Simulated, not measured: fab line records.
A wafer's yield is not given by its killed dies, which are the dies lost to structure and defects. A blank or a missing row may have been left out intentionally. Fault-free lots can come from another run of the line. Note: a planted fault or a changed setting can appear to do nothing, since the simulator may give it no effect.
Split-lot trial :: flow n5 finfet :: route with 1938 steps; 7 lots, 39 wafers read

## THE SPLIT
At N5_MOL_CONTACT_COAG_EXPOSE_05 (exposes mask CA, defocus 0 nm), the setting dose mj was moved away from the recipe's 38.25 on 15 of the 39 wafers read, by -7.0% to +5.6%. This setting was run at the recipe's value on the other wafers.

## FROM THE SPLIT TO THE READING: what the file shows between them, 11 steps
- N5_MOL_CONTACT_COAG_PEB_06: peb time 60 s
- N5_MOL_CONTACT_COAG_DEVELOP_07: develop time 30 s
- N5_MOL_CONTACT_COAG_CD_MEAS_08: target cd 28 nm
- N5_MOL_CONTACT_COAG_DESCUM_13: chemistry O2, time 7 s
- N5_MOL_CONTACT_COAG_ETCH_59: etches underlayer in N2/H2, target depth 13 nm, time 10.4 s
- N5_MOL_CONTACT_COAG_ETCH_105: etches SiARC in CF4, target depth 15.6 nm, time 26 s
- N5_MOL_CONTACT_COAG_ETCH_106: etches SOC in N2/H2, target depth 80 nm, overetch 16 nm, time 120 s
- N5_MOL_CONTACT_COAG_STRIP_107: strips in N2/H2
- N5_MOL_CONTACT_COAG_STRIP_108: strips in N2/H2
- N5_MOL_CONTACT_COAG_ETCH_110: etches Si in CF4/O2, target depth 2.5 nm, time 8 s
- N5_MOL_CONTACT_COAG_STRIP_98: strips in N2/H2

## THE READING
Shown in nm: cd nm at N5_MOL_CONTACT_COAG_CD_MEAS_99, with target cd 17.2 nm. On this fab line, fault-free wafers typically give 17.1 nm with a standard deviation of 0.34 nm.

wafer: L076.1
tool, chamber at the split: euv scanner-01, 0
dose mj as run: 37.26
against the recipe: -2.6%
cd nm, nm: 16.3
against lot-mates on the recipe: -0.7

wafer: L076.2
tool, chamber at the split: euv scanner-01, 0
dose mj as run: 38.25
against the recipe: recipe
cd nm, nm: 17.1
against lot-mates on the recipe: -

wafer: L076.3
tool, chamber at the split: euv scanner-01, 0
dose mj as run: 38.25
against the recipe: recipe
cd nm, nm: 17.2
against lot-mates on the recipe: -

wafer: L076.4
tool, chamber at the split: euv scanner-01, 0
dose mj as run: 37.26
against the recipe: -2.6%
cd nm, nm: 16.4
against lot-mates on the recipe: -0.6

wafer: L076.5
tool, chamber at the split: euv scanner-01, 0
dose mj as run: 38.25
against the recipe: recipe
cd nm, nm: 16.7
against lot-mates on the recipe: -

wafer: L076.6
tool, chamber at the split: euv scanner-01, 0
dose mj as run: 37.26
against the recipe: -2.6%
cd nm, nm: 16.3
against lot-mates on the recipe: -0.7

wafer: L077.1
tool, chamber at the split: euv scanner-02, 0
dose mj as run: 40.39
against the recipe: +5.6%
cd nm, nm: 18.5
against lot-mates on the recipe: +1.4

wafer: L077.2
tool, chamber at the split: euv scanner-02, 0
dose mj as run: 38.25
against the recipe: recipe
cd nm, nm: 17.2
against lot-mates on the recipe: -

wafer: L077.3
tool, chamber at the split: euv scanner-02, 0
dose mj as run: 40.39
against the recipe: +5.6%
cd nm, nm: 18.1
against lot-mates on the recipe: +1.0

wafer: L077.4
tool, chamber at the split: euv scanner-02, 0
dose mj as run: 38.25
against the recipe: recipe
cd nm, nm: 17.3
against lot-mates on the recipe: -

wafer: L077.5
tool, chamber at the split: euv scanner-02, 0
dose mj as run: 38.25
against the recipe: recipe
cd nm, nm: 16.7
against lot-mates on the recipe: -

wafer: L077.6
tool, chamber at the split: euv scanner-02, 0
dose mj as run: 40.39
against the recipe: +5.6%
cd nm, nm: 18.5
against lot-mates on the recipe: +1.4

wafer: L081.3
tool, chamber at the split: euv scanner-02, 0
dose mj as run: 38.25
against the recipe: recipe
cd nm, nm: 16.7
against lot-mates on the recipe: -

wafer: L081.5
tool, chamber at the split: euv scanner-02, 0
dose mj as run: 38.25
against the recipe: recipe
cd nm, nm: 16.8
against lot-mates on the recipe: -

wafer: L081.6
tool, chamber at the split: euv scanner-02, 0
dose mj as run: 38.25
against the recipe: recipe
cd nm, nm: 17.0
against lot-mates on the recipe: -

wafer: L082.1
tool, chamber at the split: euv scanner-02, 0
dose mj as run: 38.25
against the recipe: recipe
cd nm, nm: 17.2
against lot-mates on the recipe: -

wafer: L082.2
tool, chamber at the split: euv scanner-02, 0
dose mj as run: 38.25
against the recipe: recipe
cd nm, nm: 16.6
against lot-mates on the recipe: -

wafer: L082.3
tool, chamber at the split: euv scanner-02, 0
dose mj as run: 38.25
against the recipe: recipe
cd nm, nm: 17.6
against lot-mates on the recipe: -

wafer: L082.4
tool, chamber at the split: euv scanner-02, 0
dose mj as run: 38.25
against the recipe: recipe
cd nm, nm: 17.0
against lot-mates on the recipe: -

wafer: L082.5
tool, chamber at the split: euv scanner-02, 0
dose mj as run: 38.25
against the recipe: recipe
cd nm, nm: 16.4
against lot-mates on the recipe: -

wafer: L082.6
tool, chamber at the split: euv scanner-02, 0
dose mj as run: 38.25
against the recipe: recipe
cd nm, nm: 17.0
against lot-mates on the recipe: -

wafer: L087.1
tool, chamber at the split: euv scanner-02, 0
dose mj as run: 38.25
against the recipe: recipe
cd nm, nm: 17.4
against lot-mates on the recipe: -

wafer: L087.2
tool, chamber at the split: euv scanner-02, 0
dose mj as run: 38.25
against the recipe: recipe
cd nm, nm: 17.0
against lot-mates on the recipe: -

wafer: L087.3
tool, chamber at the split: euv scanner-02, 0
dose mj as run: 38.25
against the recipe: recipe
cd nm, nm: 17.1
against lot-mates on the recipe: -

wafer: L087.4
tool, chamber at the split: euv scanner-02, 0
dose mj as run: 35.57
against the recipe: -7.0%
cd nm, nm: 14.6
against lot-mates on the recipe: -2.6

wafer: L087.5
tool, chamber at the split: euv scanner-02, 0
dose mj as run: 35.57
against the recipe: -7.0%
cd nm, nm: 15.8
against lot-mates on the recipe: -1.4

wafer: L087.6
tool, chamber at the split: euv scanner-02, 0
dose mj as run: 35.57
against the recipe: -7.0%
cd nm, nm: 15.5
against lot-mates on the recipe: -1.7

wafer: L094.1
tool, chamber at the split: euv scanner-02, 0
dose mj as run: 38.25
against the recipe: recipe
cd nm, nm: 17.0
against lot-mates on the recipe: -

wafer: L094.2
tool, chamber at the split: euv scanner-02, 0
dose mj as run: 38.25
against the recipe: recipe
cd nm, nm: 17.4
against lot-mates on the recipe: -

wafer: L094.3
tool, chamber at the split: euv scanner-02, 0
dose mj as run: 39.69
against the recipe: +3.8%
cd nm, nm: 17.6
against lot-mates on the recipe: +0.5

wafer: L094.4
tool, chamber at the split: euv scanner-02, 0
dose mj as run: 39.69
against the recipe: +3.8%
cd nm, nm: 18.1
against lot-mates on the recipe: +1.0

wafer: L094.5
tool, chamber at the split: euv scanner-02, 0
dose mj as run: 39.69
against the recipe: +3.8%
cd nm, nm: 18.1
against lot-mates on the recipe: +1.0

wafer: L094.6
tool, chamber at the split: euv scanner-02, 0
dose mj as run: 38.25
against the recipe: recipe
cd nm, nm: 16.9
against lot-mates on the recipe: -

wafer: L096.1
tool, chamber at the split: euv scanner-01, 0
dose mj as run: 38.25
against the recipe: recipe
cd nm, nm: 17.1
against lot-mates on the recipe: -

wafer: L096.2
tool, chamber at the split: euv scanner-01, 0
dose mj as run: 38.25
against the recipe: recipe
cd nm, nm: 17.4
against lot-mates on the recipe: -

wafer: L096.3
tool, chamber at the split: euv scanner-01, 0
dose mj as run: 39.24
against the recipe: +2.6%
cd nm, nm: 17.8
against lot-mates on the recipe: +0.6

wafer: L096.4
tool, chamber at the split: euv scanner-01, 0
dose mj as run: 38.25
against the recipe: recipe
cd nm, nm: 17.0
against lot-mates on the recipe: -

wafer: L096.5
tool, chamber at the split: euv scanner-01, 0
dose mj as run: 39.24
against the recipe: +2.6%
cd nm, nm: 17.5
against lot-mates on the recipe: +0.3

wafer: L096.6
tool, chamber at the split: euv scanner-01, 0
dose mj as run: 39.24
against the recipe: +2.6%
cd nm, nm: 17.2
against lot-mates on the recipe: +0.0

THE FIT
A straight line over all 39 wafers: cd nm changes by +0.241 nm for each +1% of dose mj; r = +0.92; the points scatter about the line by 0.29 nm.
The same after taking each lot's own level away (the mean of its wafers on the recipe; 39 wafers): +0.243 nm for each +1%; r = +0.93; scatter 0.29 nm.
Per that fit: largest dose mj move, reading shift of 1.7 nm.
Across the lots, their own levels run from 16.83 to 17.17 nm, a range of 1.0 times the standard deviation given above.
Consequently the slope shifts little with the lot-to-lot level, the two slopes agreeing.
Check: with one of the wafers moved furthest among these (-7.0%) left out of the fit, the line predicts -1.56 nm for it against its lot-mates. Against them it came out at -2.57 nm.

## THE WHOLE CHAIN: every reading that the file lists as answering this split, in the file's order
step: N5_MOL_CONTACT_COAG_CD_MEAS_08
what it does: target cd 28 nm
reading: cd nm
change (the file's fit): +0.228 nm for each +1% of the setting
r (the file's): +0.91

step: N5_MOL_CONTACT_COAG_ETCH_59
what it does: etches underlayer in N2/H2, target depth 13 nm, time 10.4 s
reading: MOL_CONTACT_COAG.cd offset nm (the simulator's own value, which no gauge read)
change (the file's fit): +0.228 nm for each +1% of the setting
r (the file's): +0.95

step: N5_MOL_CONTACT_COAG_ETCH_106
what it does: etches SOC in N2/H2, target depth 80 nm, overetch 16 nm, time 120 s
reading: MOL_CONTACT_COAG.cd offset nm (the simulator's own value, which no gauge read)
change (the file's fit): +0.245 nm for each +1% of the setting
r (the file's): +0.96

step: N5_MOL_CONTACT_COAG_CD_MEAS_99
what it does: target cd 17.2 nm
reading: cd nm
change (the file's fit): +0.241 nm for each +1% of the setting
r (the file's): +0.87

## FILE'S OWN FIT
cd nm changes by +0.241 nm for each +1% of dose mj, r = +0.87.
